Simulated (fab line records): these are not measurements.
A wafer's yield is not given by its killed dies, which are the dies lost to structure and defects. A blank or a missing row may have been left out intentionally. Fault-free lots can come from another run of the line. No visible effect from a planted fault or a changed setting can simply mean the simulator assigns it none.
Chamber matching || flow n5-finfet || N5_BEOL_M0_CUTY_DESCUM_61 on rie-diel-02: 4 sister chambers
The step chemistry O2, time 7.9 s. 4 wafers are shown with their chamber, then 8 later ones without.

## WAFERS, EACH WITH ITS CHAMBER
{"wafer": "L081.2", "chamber": 1, "drypump-motor-current-A (A)": 5.7}
{"wafer": "L081.3", "chamber": 2, "drypump-motor-current-A (A)": 5.1}
{"wafer": "L081.5", "chamber": 3, "drypump-motor-current-A (A)": 5.3}
{"wafer": "L082.2", "chamber": 0, "drypump-motor-current-A (A)": 6.2}

## WAFERS MISSING THEIR CHAMBER
{"wafer": "L082.3", "drypump-motor-current-A (A)": 5.7}
{"wafer": "L082.6", "drypump-motor-current-A (A)": 5.3}
{"wafer": "L083.3", "drypump-motor-current-A (A)": 5.7}
{"wafer": "L083.4", "drypump-motor-current-A (A)": 6.1}
{"wafer": "L083.5", "drypump-motor-current-A (A)": 5.7}
{"wafer": "L096.1", "drypump-motor-current-A (A)": 5.3}
{"wafer": "L096.3", "drypump-motor-current-A (A)": 5.1}
{"wafer": "L096.5", "drypump-motor-current-A (A)": 5.1}

## EACH ONE'S CHAMBER
{"wafer": "L082.3", "from the rows above": 1, "in truth": 1}
{"wafer": "L082.6", "from the rows above": 3, "in truth": 3}
{"wafer": "L083.3", "from the rows above": 1, "in truth": 1}
{"wafer": "L083.4", "from the rows above": 0, "in truth": 0}
{"wafer": "L083.5", "from the rows above": 1, "in truth": 1}
{"wafer": "L096.1", "from the rows above": 3, "in truth": 3}
{"wafer": "L096.3", "from the rows above": 2, "in truth": 2}
{"wafer": "L096.5", "from the rows above": 2, "in truth": 2}
Placed correctly: 8 of 8. Can't be placed from these rows: 0. Wrongly placed: 0.
How it was worked out, from the rows above alone: a wafer's distance from a chamber is the root of the sum, over the readings, of the square of ((its reading less the chamber's mean) divided by the reading's scatter). If the next closest chamber is less than 2 further off than the closest, the wafer can't be placed; otherwise it belongs to the closest. The mean given for a chamber averages the wafers shown for that chamber. The scatter (one wafer shown for each chamber): square how far every hidden wafer sits from the nearest shown wafer, average those squares and take the square root.
